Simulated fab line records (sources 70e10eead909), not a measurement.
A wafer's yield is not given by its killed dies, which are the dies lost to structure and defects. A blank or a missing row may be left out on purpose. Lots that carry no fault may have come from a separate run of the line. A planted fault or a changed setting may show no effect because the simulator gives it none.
fab line records	flow nand-harc
record: lots: 6	wafers: 18	last-day: 33
route steps=1302 shown P_M1@294 P_M2@318 END@1302
lots that met no fault: taken from a fault-free run of the same line
start-h: hours from the record's first day to the start of the lot's first wafer shown	wait-h: hours elapsed since this lot's preceding step	" as in the row above	L1.1+2: several wafers, shown together as one row	- value missing, or start not given	* or withheld: withheld	< > ~ a bound
route shown NAME@n: a module of which the file shows steps, and the number in the route of the first	usual: mean/standard deviation of fault-free wafers	same: alike in all rows	chamber/n: place in a boat	sites: readings site by site	_std_site: the values' standard deviation	_edge_site: inner sites' mean taken away from outer sites' mean	radius-mm: for every site, how far away it sits from the centre of the wafer	mask NAME#n: copy n	behind: tool/chamber where the wafer was last shaped	hold: cause of the lot's hold/its duration in hours/its outcome	device: transistor that didn't switch, given as n, p or np	end of line: tests of these same wafers at the route's end	a step with no rows: only its recipe	killed: the dies lost at the first sort to structure and to defects; this is not the yield of the wafer	map: the dies of a wafer, with x for killed, . for not killed, _ for no die there
set.NAME: setting as actually run; set.NAME@STEP: the setting as run at that earlier step	model.NAME: the simulator's own value behind a step, which no gauge read
certain route steps with their lots: each step a table, each wafer a row
services: from which hour (start-h, from the record's first day; less than 0 if before it) a tool's chamber was out of use, for how many hours, and why
== steps ==
step: NHARC_P_M1_DEVELOP_08
recipe: develop-time-s: 35	dev-temp-c: 23
step: NHARC_P_M1_CD_MEAS_09
recipe: target-cd-nm: 130	landing-energy-ev: 500
usual: cd-nm: 130.2/0.6
lot.wafer	tool	chamber	start-h	wait-h	cd-nm
L401.2	cd-sem-03	0	208.96	-	130.0
L401.4	"	0	"	"	130.5
L401.5	"	0	"	"	130.6
L403.2	cd-sem-02	0	224.04	-	130.0
L403.3	"	0	"	"	130.3
L403.4	"	0	"	"	129.4
L410.2	cd-sem-01	0	279.51	-	129.6
L410.3	"	0	"	"	129.8
L410.4	"	0	"	"	130.3
L411.1	cd-sem-02	0	291.83	-	129.4
L411.3	"	0	"	"	130.2
L411.4	"	0	"	"	130.4
L412.1	cd-sem-02	0	308.31	-	129.8
L412.5	"	0	"	"	129.9
L412.6	"	0	"	"	128.9
L416.3	cd-sem-03	0	350.95	-	129.7
L416.5	"	0	"	"	130.2
L416.6	"	0	"	"	129.2
step: NHARC_P_M1_OVL_MEAS_10
recipe: pitch-nm: 260
usual: overlay-x-nm: 0.2/0.88	overlay-y-nm: 0.2/0.88
lot.wafer	tool	chamber	start-h	wait-h	overlay-x-nm	overlay-y-nm
L401.2	overlay-02	-	209.04	-	-0.6	1.1
L401.4	"	-	"	"	-0.1	1.5
L401.5	"	-	"	"	-0.6	1.7
L403.2	overlay-02	-	224.13	-	-0.1	-0.4
L403.3	"	-	"	"	0.2	-0.2
L403.4	"	-	"	"	-0.2	-0.3
L410.2	overlay-02	-	279.60	-	0.0	0.1
L410.3	"	-	"	"	-0.1	0.1
L410.4	"	-	"	"	0.2	-0.3
L411.1	overlay-01	-	291.93	-	-0.2	-0.2
L411.3	"	-	"	"	-0.3	0.1
L411.4	"	-	"	"	-0.6	-0.2
L412.1	overlay-02	-	308.40	-	1.5	0.3
L412.5	"	-	"	"	0.8	1.0
L412.6	"	-	"	"	1.1	1.1
L416.3	overlay-02	-	351.03	-	0.1	-1.0
L416.5	"	-	"	"	0.9	-0.3
L416.6	"	-	"	"	0.0	-0.7
step: NHARC_P_M1_INSPECT_11
usual: raw-defect-count: 4.4/2.8
lot.wafer	tool	chamber	start-h	wait-h	raw-defect-count
L401.2	defect-inspect-01	-	209.08	0.0	4
L401.4	"	-	"	"	5
L401.5	"	-	"	"	1
L403.2	defect-inspect-01	-	224.17	0.0	3
L403.3	"	-	"	"	2
L403.4	"	-	"	"	5
L410.2	defect-inspect-02	-	279.63	0.0	6
L410.3	"	-	"	"	13
L410.4	"	-	"	"	9
L411.1	defect-inspect-02	-	291.97	0.0	5
L411.3	"	-	"	"	1
L411.4	"	-	"	"	1
L412.1	defect-inspect-02	-	308.44	0.0	5
L412.5	"	-	"	"	1
L412.6	"	-	"	"	5
L416.3	defect-inspect-02	-	351.07	0.0	4
L416.5	"	-	"	"	5
L416.6	"	-	"	"	1
step: NHARC_P_M1_DESCUM_14
recipe: time-s: 3	o2-flow-sccm: 200	ar-flow-sccm: 0	bias-power-w: 0	chemistry: O2
step: NHARC_P_M1_ETCH_35
recipe: target-depth-a: 400	overetch-a: 120	time-s: 43.94	ion-energy-ev: 200	n2-flow-sccm: 150	h2-flow-sccm: 150	ar-flow-sccm: 0	rf-w: 400	bias-w: 150	chemistry: N2/H2
step: NHARC_P_M1_ETCH_15
recipe: target-depth-a: 1825	time-s: 91.2	c4f8-flow-sccm: withheld	ar-flow-sccm: 400	rf-w: 600	bias-w: 300	chemistry: C4F8/Ar
step: NHARC_P_M1_CD_MEAS_16
usual: cd-nm: 130.2/0.74
lot.wafer	tool	chamber	start-h	wait-h	cd-nm
L401.2	cd-sem-01	-	209.45	-	130.1
L401.4	"	-	"	"	130.7
L401.5	"	-	"	"	130.3
L403.2	cd-sem-02	-	224.53	-	129.2
L403.3	"	-	"	"	130.4
L403.4	"	-	"	"	129.1
L410.2	cd-sem-03	-	280.00	-	128.5
L410.3	"	-	"	"	129.4
L410.4	"	-	"	"	130.1
L411.1	cd-sem-01	-	292.34	-	129.3
L411.3	"	-	"	"	131.3
L411.4	"	-	"	"	130.6
L412.1	cd-sem-02	-	308.80	-	129.8
L412.5	"	-	"	"	129.8
L412.6	"	-	"	"	129.1
L416.3	cd-sem-02	-	351.48	-	129.4
L416.5	"	-	"	"	130.2
L416.6	"	-	"	"	129.1
step: NHARC_P_M1_STRIP_18
recipe: power-w: 1000	n2-flow-sccm: 150	h2-flow-sccm: 150	ar-flow-sccm: 0	bias-w: 0	chemistry: N2/H2
step: NHARC_P_M1_ETCH_28
recipe: target-depth-a: 300	over-etch-frac: 0.3	time-s: 72.99	ion-energy-ev: 150	cf4-flow-sccm: 50	n2-flow-sccm: 100	ar-flow-sccm: 150	rf-w: 300	bias-w: 100	chemistry: CF4/N2
usual: cf4-flow-sccm: 50.01/0.14	drypump-motor-current-A: 5.9/0.54	oes-product-au: 1.003/0.0093	rf-vpp-V: 312.9/1.7	showerhead-plenum-p-Torr: 2.55/0.094	throttle-valve-pct: 19.795/0.0098
lot.wafer	tool	chamber	start-h	wait-h	cf4-flow-sccm	drypump-motor-current-A	oes-product-au	rf-hours-counter-h	rf-vpp-V	showerhead-plenum-p-Torr	throttle-valve-pct
L401.2	rie-diel-12	1	-	-	50.14	5.7	0.999	5	311.2	2.44	19.801
L401.4	"	3	"	"	49.98	5.9	0.990	9	314.7	2.75	19.806
L401.5	"	2	"	"	50.19	5.7	1.002	-	315.5	2.56	19.779
L403.2	rie-diel-09	3	-	-	49.91	5.8	1.007	3	314.2	2.58	19.798
L403.3	"	1	"	"	50.01	5.4	1.000	3	311.5	2.47	19.792
L403.4	"	2	"	"	50.22	6.7	1.013	3	311.1	2.53	19.801
L410.2	rie-diel-09	0	-	-	50.04	6.8	1.007	6	312.2	2.53	19.802
L410.4	"	2	"	"	49.85	6.7	1.007	5	311.9	2.53	19.785
L410.3	"	3	"	"	50.07	5.8	0.993	6	314.5	2.58	19.797
L411.1	rie-diel-12	2	-	-	50.17	5.7	1.015	2	314.0	2.56	19.804
L411.3	"	3	"	"	49.91	5.8	1.010	2	315.4	2.75	19.804
L411.4	"	3	"	"	50.05	5.8	0.993	-	315.4	2.75	19.791
L412.1	rie-diel-01	1	-	-	49.94	6.4	1.017	30	313.0	2.54	19.796
L412.5	"	2	"	"	50.08	5.2	0.997	-	312.9	2.47	19.806
L412.6	"	3	"	"	49.94	5.9	1.012	-	313.3	2.55	19.815
L416.3	rie-diel-09	2	-	-	50.06	6.7	1.007	1	312.5	2.53	19.797
L416.6	"	0	"	"	49.97	6.8	0.997	-	312.3	2.53	19.799
L416.5	"	1	"	"	50.14	5.4	1.011	-	312.8	2.46	19.794
step: NHARC_P_M1_STRIP_19
recipe: time-s: 600	temp-c: 30	chemistry: post-etch-residue-remover
step: NHARC_P_M1_DEGAS_29
recipe: temp-c: 250	time-s: 60
usual: heater-power-w: 320/31
lot.wafer	tool	chamber	start-h	wait-h	heater-power-w
L401.4	pvd-sputter-03	-	210.16	-	342
L401.2	"	-	"	"	306
L401.5	"	-	"	"	282
L403.2	pvd-sputter-02	-	225.24	-	293
L403.3	"	-	"	"	305
L403.4	"	-	"	"	288
L410.4	pvd-sputter-01	-	280.71	-	325
L410.2	"	-	"	"	326
L410.3	"	-	"	"	319
L411.3	pvd-sputter-02	-	293.24	-	295
L411.1	"	-	"	"	281
L411.4	"	-	"	"	318
L412.1	pvd-sputter-02	-	309.54	-	296
L412.5	"	-	"	"	317
L412.6	"	-	"	"	294
L416.3	pvd-sputter-01	-	352.21	-	317
L416.5	"	-	"	"	328
L416.6	"	-	"	"	350
step: NHARC_P_M1_PRE_CLEAN_30
recipe: time-s: 30	temp-c: 280	gas: H2/He
usual: heater-power-w: 395/40
lot.wafer	tool	chamber	start-h	wait-h	heater-power-w
L401.4	pvd-sputter-03	-	210.21	-	359
L401.2	"	-	"	"	472
L401.5	"	-	"	"	340
L403.2	pvd-sputter-02	-	225.30	-	363
L403.3	"	-	"	"	357
L403.4	"	-	"	"	380
L410.3	pvd-sputter-01	-	280.77	-	403
L410.4	"	-	"	"	413
L410.2	"	-	"	"	432
L411.3	pvd-sputter-02	-	293.29	-	390
L411.1	"	-	"	"	368
L411.4	"	-	"	"	369
L412.1	pvd-sputter-02	-	309.59	-	364
L412.5	"	-	"	"	399
L412.6	"	-	"	"	371
L416.3	pvd-sputter-01	-	352.24	-	387
L416.5	"	-	"	"	393
L416.6	"	-	"	"	403
step: NHARC_P_M1_PVD_20
recipe: target-thk-a: 50	bias-v: 168.6	power-w: 15000	chamber-pressure-pa: 0.12	time-s: 8.06	substrate-temp-c: 50	material: TaN
step: NHARC_P_M1_PVD_21
recipe: target-thk-a: 300	chamber-pressure-pa: 5	power-w: 5000	substrate-temp-c: 30	time-s: 20.49	material: Cu
step: NHARC_P_M1_ECD_22
recipe: target-thk-a: 4000	bath-temp-c: 25	material: Cu
step: NHARC_P_M1_ANNEAL_31
recipe: temp-c: 225	time-s: 90
usual: anneal-temp-c: 224.98/0.18	wafer_temp_C_max: 225.80/0.25
lot.wafer	tool	chamber	start-h	wait-h	anneal-temp-c	wafer_temp_C_max
L401.2	rtp-anneal-02	0	210.94	-	224.85	225.32
L401.4	"	0	"	"	224.88	225.72
L401.5	"	0	"	"	224.94	225.46
L403.2	rtp-anneal-01	0	226.03	0.3	225.20	225.41
L403.3	"	0	"	"	225.10	225.27
L403.4	"	0	"	"	225.23	225.95
L410.2	rtp-anneal-01	0	281.53	0.4	225.07	226.01
L410.3	"	0	"	"	225.09	226.06
L410.4	"	0	"	"	225.13	225.52
L411.1	rtp-anneal-02	0	293.97	-	224.73	226.10
L411.3	"	0	"	"	224.80	225.81
L411.4	"	0	"	"	224.57	226.11
L412.1	rtp-anneal-02	0	310.26	-	224.99	225.89
L412.5	"	0	"	"	225.02	225.52
L412.6	"	0	"	"	224.92	225.97
L416.3	rtp-anneal-02	0	353.04	0.3	224.94	225.62
L416.5	"	0	"	"	224.94	225.59
L416.6	"	0	"	"	225.06	225.92
step: NHARC_P_M1_CMP_23
recipe: t-overpolish-s: 20	target-thk-nm: 157.82
step: NHARC_P_M1_THK_MEAS_24
recipe: thk-meas-gauge: xrf
usual: thk-nm: 157.0/1.4
lot.wafer	tool	chamber	start-h	wait-h	thk-nm
L401.2	film-metro-01	-	211.55	-	158.3
L401.4	"	-	"	"	155.9
L401.5	"	-	"	"	156.1
L403.2	film-metro-01	-	226.63	-	155.1
L403.3	"	-	"	"	157.5
L403.4	"	-	"	"	155.2
L410.2	film-metro-01	-	282.14	-	157.5
L410.3	"	-	"	"	158.1
L410.4	"	-	"	"	159.3
L411.1	film-metro-02	-	294.63	-	158.6
L411.3	"	-	"	"	156.4
L411.4	"	-	"	"	157.2
L412.1	film-metro-01	-	310.92	-	158.9
L412.5	"	-	"	"	159.7
L412.6	"	-	"	"	158.3
L416.3	film-metro-01	-	353.59	-	157.1
L416.5	"	-	"	"	158.6
L416.6	"	-	"	"	155.9
step: NHARC_P_M1_SRD_25
step: NHARC_P_M1_PRE_CLEAN_32
recipe: time-s: 12	temp-c: 370	rf-power-w: 300	gas: NH3
usual: heater-power-w: 638/75
lot.wafer	tool	chamber	start-h	wait-h	heater-power-w
L401.2	pecvd-02	1	211.80	0.1	502
L401.4	"	2	"	"	632
L401.5	"	0	"	"	661
L403.2	pecvd-01	0	226.87	0.1	625
L403.3	"	1	"	"	752
L403.4	"	0	"	"	633
L410.3	pecvd-01	0	282.36	0.1	719
L410.2	"	2	"	"	631
L410.4	"	2	"	"	629
L411.3	pecvd-01	2	294.86	0.1	653
L411.1	"	1	"	"	792
L411.4	"	0	"	"	704
L412.1	pecvd-02	2	311.17	0.1	609
L412.6	"	1	"	"	541
L412.5	"	2	"	"	604
L416.3	pecvd-01	0	353.83	0.1	695
L416.6	"	2	"	"	601
L416.5	"	0	"	"	707
step: NHARC_P_M1_DEP_33
recipe: target-thk-a: 300	temp-c: 370	target-thk-nm: 30	pressure-torr: 3	flow-sccm: 200	rf-w: 450	material: SiCN
step: NHARC_P_M2_DEP_00
recipe: target-thk-a: 1825	target-thk-nm: 182.5	temp-c: withheld	pressure-torr: 5	flow-sccm: 200	rf-w: 600	material: SiOC
step: NHARC_P_M2_DEHYDRATE_01
recipe: temp-c: 150	time-s: 120
step: NHARC_P_M2_HMDS_02
recipe: time-s: 30
step: NHARC_P_M2_COAT_34
recipe: temp-c: 200	time-s: 65
step: NHARC_P_M2_COAT_03
recipe: spin-rpm: 1500	resist-thk-nm: 90
step: NHARC_P_M2_SOFTBAKE_04
recipe: temp-c: 105	time-s: 55
step: NHARC_P_M2_EBR_05
step: NHARC_P_M2_EXPOSE_06
recipe: na: 1.35	target-cd-nm: 170	dose-mj: 80.78	mask-id: P_M2
step: NHARC_P_M2_PEB_07
recipe: peb-temp-c: 100	peb-time-s: 65
step: NHARC_P_M2_DEVELOP_08
recipe: develop-time-s: 35	dev-temp-c: 23
step: NHARC_P_M2_CD_MEAS_09
recipe: target-cd-nm: 170	landing-energy-ev: 500
usual: cd-nm: 170.4/0.6
lot.wafer	tool	chamber	start-h	wait-h	cd-nm
L401.2	cd-sem-01	0	212.98	-	169.7
L401.4	"	0	"	"	170.5
L401.5	"	0	"	"	170.6
L403.2	cd-sem-02	0	228.16	-	170.6
L403.3	"	0	"	"	170.2
L403.4	"	0	"	"	169.8
L410.2	cd-sem-01	0	283.67	-	170.0
L410.3	"	0	"	"	169.7
L410.4	"	0	"	"	170.7
L411.1	cd-sem-03	0	296.06	-	170.5
L411.3	"	0	"	"	169.6
L411.4	"	0	"	"	170.6
L412.1	cd-sem-01	0	312.47	-	168.6
L412.5	"	0	"	"	170.2
L412.6	"	0	"	"	170.2
L416.3	cd-sem-02	0	355.15	-	170.2
L416.5	"	0	"	"	170.3
L416.6	"	0	"	"	169.9
step: NHARC_P_M2_OVL_MEAS_10
recipe: pitch-nm: 340
usual: overlay-x-nm: 0.0/0.76	overlay-y-nm: 0.0/0.77
lot.wafer	tool	chamber	start-h	wait-h	overlay-x-nm	overlay-y-nm
L401.2	overlay-01	-	213.07	-	-1.2	0.0
L401.4	"	-	"	"	-0.6	-0.6
L401.5	"	-	"	"	-0.6	-0.2
L403.2	overlay-02	-	228.25	-	-1.1	0.1
L403.3	"	-	"	"	-1.1	0.3
L403.4	"	-	"	"	-1.0	0.2
L410.2	overlay-02	-	283.75	-	0.6	-0.9
L410.3	"	-	"	"	0.5	-1.5
L410.4	"	-	"	"	1.2	-0.3
L411.1	overlay-02	-	296.14	-	0.3	-0.7
L411.3	"	-	"	"	0.4	-0.7
L411.4	"	-	"	"	0.0	-0.5
L412.1	overlay-02	-	312.56	-	0.4	1.0
L412.5	"	-	"	"	0.4	1.0
L412.6	"	-	"	"	0.4	0.4
L416.3	overlay-02	-	355.24	-	0.8	0.3
L416.5	"	-	"	"	1.1	0.2
L416.6	"	-	"	"	1.5	0.1
step: NHARC_P_M2_DESCUM_14
recipe: time-s: 3	o2-flow-sccm: 200	ar-flow-sccm: 0	bias-power-w: 0	chemistry: O2
usual: drypump-motor-current-A: 5.8/0.44	oes-product-au: 0.999/0.0098	rf-vpp-V: 57.8/0.89	showerhead-plenum-p-Torr: 1.91/0.057	throttle-valve-pct: 11.312/0.009
lot.wafer	tool	chamber	start-h	wait-h	drypump-motor-current-A	oes-product-au	rf-hours-counter-h	rf-vpp-V	showerhead-plenum-p-Torr	throttle-valve-pct
L401.2	rie-diel-05	1	213.17	0.1	5.1	0.992	9.5	57.7	1.95	11.327
L401.4	"	0	"	"	5.0	0.979	8.8	58.9	2.00	11.318
L401.5	"	1	"	"	5.1	1.007	-	58.3	1.95	11.292
L403.2	rie-diel-05	1	228.35	0.1	5.1	1.000	10.2	57.1	1.95	11.301
L403.4	"	2	"	"	6.5	1.008	9.6	59.2	1.99	11.310
L403.3	"	3	"	"	6.2	0.999	8.6	57.5	1.83	11.314
L410.3	rie-diel-05	1	283.85	0.1	5.1	0.997	1.7	57.7	1.95	11.317
L410.2	"	2	"	"	6.5	1.005	1.9	58.8	1.99	11.313
L410.4	"	3	"	"	6.2	1.004	2.1	57.1	1.83	11.304
L411.3	rie-diel-03	2	296.24	0.1	5.2	1.012	0.7	56.8	1.90	11.305
L411.1	"	3	"	"	6.4	1.007	0.6	56.8	1.89	11.296
L411.4	"	0	"	"	6.8	1.001	0.5	58.5	1.94	11.305
L412.1	rie-diel-07	0	312.67	0.1	5.8	0.998	0.4	58.4	1.92	11.313
L412.5	"	2	"	"	6.1	0.987	-	56.4	1.96	11.323
L412.6	"	3	"	"	5.8	0.999	-	56.3	1.89	11.309
L416.3	rie-diel-07	2	355.33	0.1	6.1	0.999	2.8	57.9	1.96	11.295
L416.5	"	2	"	"	6.1	0.984	-	58.1	1.96	11.317
L416.6	"	3	"	"	5.8	1.004	-	57.5	1.89	11.326
step: NHARC_P_M2_ETCH_35
recipe: target-depth-a: 400	overetch-a: 120	time-s: 43.94	ion-energy-ev: 200	n2-flow-sccm: 150	h2-flow-sccm: 150	ar-flow-sccm: 0	rf-w: 400	bias-w: 150	chemistry: N2/H2
step: NHARC_P_M2_ETCH_15
recipe: target-depth-a: 1825	time-s: 91.2	c4f8-flow-sccm: withheld	ar-flow-sccm: 400	rf-w: 600	bias-w: 300	chemistry: C4F8/Ar
step: NHARC_P_M2_CD_MEAS_16
usual: cd-nm: 170.7/0.84
lot.wafer	tool	chamber	start-h	wait-h	cd-nm
L401.2	cd-sem-03	-	213.47	-	169.5
L401.4	"	-	"	"	170.1
L401.5	"	-	"	"	170.4
L403.2	cd-sem-03	-	228.65	-	169.6
L403.3	"	-	"	"	170.2
L403.4	"	-	"	"	169.4
L410.2	cd-sem-01	-	284.16	-	170.3
L410.3	"	-	"	"	169.8
L410.4	"	-	"	"	170.3
L411.1	cd-sem-02	-	296.54	-	170.9
L411.3	"	-	"	"	170.2
L411.4	"	-	"	"	170.5
L412.1	cd-sem-02	-	312.96	-	168.6
L412.5	"	-	"	"	170.6
L412.6	"	-	"	"	170.3
L416.3	cd-sem-03	-	355.64	-	170.4
L416.5	"	-	"	"	169.7
L416.6	"	-	"	"	169.8
step: NHARC_P_M2_STRIP_18
recipe: power-w: 1000	n2-flow-sccm: 150	h2-flow-sccm: 150	ar-flow-sccm: 0	bias-w: 0	chemistry: N2/H2
step: NHARC_END_SORT_01
recipe: temp-c: 25
usual: defect-limited-yield: 92.0/2.6	killed-at-array: 49/18	killed-at-other: 0.8/1	killed-at-periphery: 4.2/2.8	killed-dies: 54/18	killed-open: 3.0/1.7	killed-short: 2.5/1.6	sort_bin_2_pct: 2.8/1.2	sort_bin_3_pct: 0.6/0.37	sort_bin_4_pct: 4.6/1.5	sort-n-pass: 623/18	sort-rim-yield-pct: 92/4.2	sort-yield-pct: 92.0/2.6
same: gross-dies: 677	sort_bin_5_pct[%]: 0	sort_bin_6_pct[%]: 0	sort_bin_7_pct[%]: 0	sort_bin_8_pct[%]: 0	sort-rim-n-gross: 106.00
lot.wafer	tool	chamber	start-h	wait-h	defect-limited-yield[%]	killed-at-array	killed-at-other	killed-at-periphery	killed-dies	killed-open	killed-short	sort_bin_2_pct[%]	sort_bin_3_pct[%]	sort_bin_4_pct[%]	sort-n-pass	sort-rim-yield-pct[%]	sort-yield-pct[%]
L401.4	prober-01	0	650.03	3.4	92.5	44	2	5	51	7	2	3.4	0.3	3.8	626	91	92.5
L410.2	prober-01	0	740.66	2.8	92.3	48	0	4	52	0	3	3.0	0.1	4.6	625	85	92.3
L411.3	prober-01	0	751.75	3.1	85.1	38	1	62	101	2	4	7.5	1.9	5.5	576	79	85.1
L412.1	prober-01	0	761.79	2.5	90.5	57	0	7	64	3	1	1.9	1.5	6.1	613	93	90.5
L412.5	prober-01	0	764.97	3.7	82.9	50	0	66	116	1	0	8.0	2.1	7.1	561	85	82.9
L412.6	prober-01	0	765.77	4.0	91.9	48	0	7	55	2	2	2.7	0.4	5.0	622	90	91.9
killed by level:class
L401.4 A_SLIT:chamber-film-flake=14 A_CHANNEL_HOLE_D2:chamber-film-flake=12 A_CHANNEL_HOLE_D1:chamber-film-flake=3 A_WL_FILL:chamber-film-flake=3 A_ONON_D2:geometric-particle:open=2 A_STAIRCASE:chamber-film-flake=2 P_CONTACT:geometric-particle:open=1 P_M0:geometric-particle:open=1
L410.2 A_CHANNEL_HOLE_D1:chamber-film-flake=18 A_CHANNEL_HOLE_D2:chamber-film-flake=11 A_CONTACT:chamber-film-flake=5 A_BONDPAD:chamber-film-flake=4 A_SLIT:chamber-film-flake=4 P_CONTACT:chamber-film-flake=2 A_DECK1_JOINT:chamber-film-flake=2 A_STAIRCASE:chamber-film-flake=2
L411.3 P_M1:unspecified=58 A_SLIT:chamber-film-flake=14 A_CONTACT:chamber-film-flake=7 A_CHANNEL_HOLE_D1:chamber-film-flake=4 A_STAIRCASE:chamber-film-flake=3 A_SGD_CUT:chamber-film-flake=3 A_WL_FILL:chamber-film-flake=3 P_GATE:geometric-particle:short=1
L412.1 A_CHANNEL_HOLE_D1:chamber-film-flake=34 A_SLIT:chamber-film-flake=8 P_BONDPAD:chamber-film-flake=5 A_STAIRCASE:chamber-film-flake=5 A_WL_FILL:chamber-film-flake=3 A_BLC:geometric-particle:open=2 A_CHANNEL_FILL_D1:geometric-particle:open=1 A_BLC:geometric-particle:short=1
L412.5 P_M1:unspecified=61 A_CHANNEL_HOLE_D1:chamber-film-flake=34 A_SLIT:chamber-film-flake=8 A_STAIRCASE:chamber-film-flake=5 P_BONDPAD:chamber-film-flake=3 A_CHANNEL_FILL_D1:geometric-particle:open=1 P_STI:chamber-film-flake=1 P_M2:chamber-film-flake=1
L412.6 A_CHANNEL_HOLE_D1:chamber-film-flake=20 A_SLIT:chamber-film-flake=10 A_STAIRCASE:chamber-film-flake=7 A_WL_FILL:chamber-film-flake=4 P_BONDPAD:chamber-film-flake=3 A_CONTACT:chamber-film-flake=3 A_BLC:geometric-particle:short=2 P_ZERO_WELL:chamber-film-flake=2
map L411.3 (x killed, . not)
____________.____________
_________......._________
_______..........._______
______.............______
_____..............._____
____.................____
____.................____
___................x..___
___...................___
__..................x..__
__......x......x.....xx__
_....................x.._
_..........x..x.......xx_
_.x.............xx...xxx_
_xx...........x........x_
_.xx..x...x.....x....xxx_
xxxxx..................xx
.xxxxxx...........x.....x
xxxxxx.x...x.........xx.x
xxxxxxxx...............xx
xxxxxxx..........x..x....
_xxxxx................x._
_xxxxx................x._
_xxx..x................._
_xxx...................._
_x.x.xx................._
__.....................__
__..................x..__
___...................___
___...................___
____.................____
____.................____
_____..............x_____
______.x...........______
_______........x.._______
_________......._________
____________.____________
map L412.5 (x killed, . not)
____________.____________
_________......._________
_______.x........._______
______.............______
_____..............._____
____....x.x..........____
____......x..........____
___.....xxx.........x.___
___..x.xx.xx..........___
__....x..x.............__
__..xx.x..x............__
_.....xxxxxx............_
_x....xxxxxx............_
_.x..x..xxx............._
_x.x.........x.........._
_xxxx..x.x.............._
xxxx.....................
xxxxxx.......x...........
xxxxxxx.............x....
xxxxxxx..................
xxxxxx.................x.
_xxxxxx.......x....x...._
_xxxxxx................._
_xxxxxx................._
_xxx..................x._
_.xxxx.................._
__.................x...__
__.....................__
___.x.................___
___...................___
____.................____
____..........x......____
_____..............._____
______.........xx..______
_______......xx..._______
_________.....xx_________
____________.____________
== services ==
tool	chamber	start-h	hours	kind
rie-diel-12	2	187.25	2.9	repair
rie-diel-01	2	197.68	5.6	repair
rie-diel-01	-	203.83	9.0	pm
pecvd-01	-	206.39	1.0	repair
rie-diel-09	-	214.93	3.0	repair
rie-diel-01	3	223.79	11.7	repair
pecvd-02	-	227.18	13.0	pm
pvd-sputter-01	-	229.43	10.0	pm
rie-diel-05	-	229.62	9.0	pm
rie-diel-03	0	250.38	7.5	repair
pecvd-02	2	258.34	4.6	repair
pecvd-02	-	264.57	0.8	repair
pecvd-01	-	264.74	2.4	repair
rie-diel-01	1	268.15	1.3	repair
rie-diel-12	-	268.43	9.0	pm
pvd-sputter-02	-	282.05	10.0	pm
rie-diel-12	0	289.24	6.7	repair
rie-diel-07	-	294.25	9.0	pm
rie-diel-09	-	320.10	9.0	pm
pecvd-01	-	323.07	13.0	pm
pvd-sputter-02	-	333.77	1.0	repair
rie-diel-12	3	346.41	17.2	repair
pvd-sputter-03	-	352.02	10.0	pm
rie-diel-09	3	354.91	2.0	repair
== key ==
first-sign: step: NHARC_END_SORT_01	reading: killed-at-periphery	direction: up	sigmas: 21	usual: 4.2	struck: 64
effect: step: NHARC_END_SORT_01	reading: killed-dies	direction: up	sigmas: 3.1	usual: 54	struck: 108
more-kills-born-at: NHARC_P_M1_PRE_CLEAN_30@pvd-sputter-02: 119
met-at NHARC_P_M1_PRE_CLEAN_30
struck-wafers L411.3,L412.5
onset-between 225.30 293.29
fault: kind: chamber-particle-source	tool: pvd-sputter-02	chamber: -	onset-h: 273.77	steps: NHARC_P_M1_PRE_CLEAN_30	rate-per-visit-cm2: 0.53781	end-h: 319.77	scope: struck-wafers-only
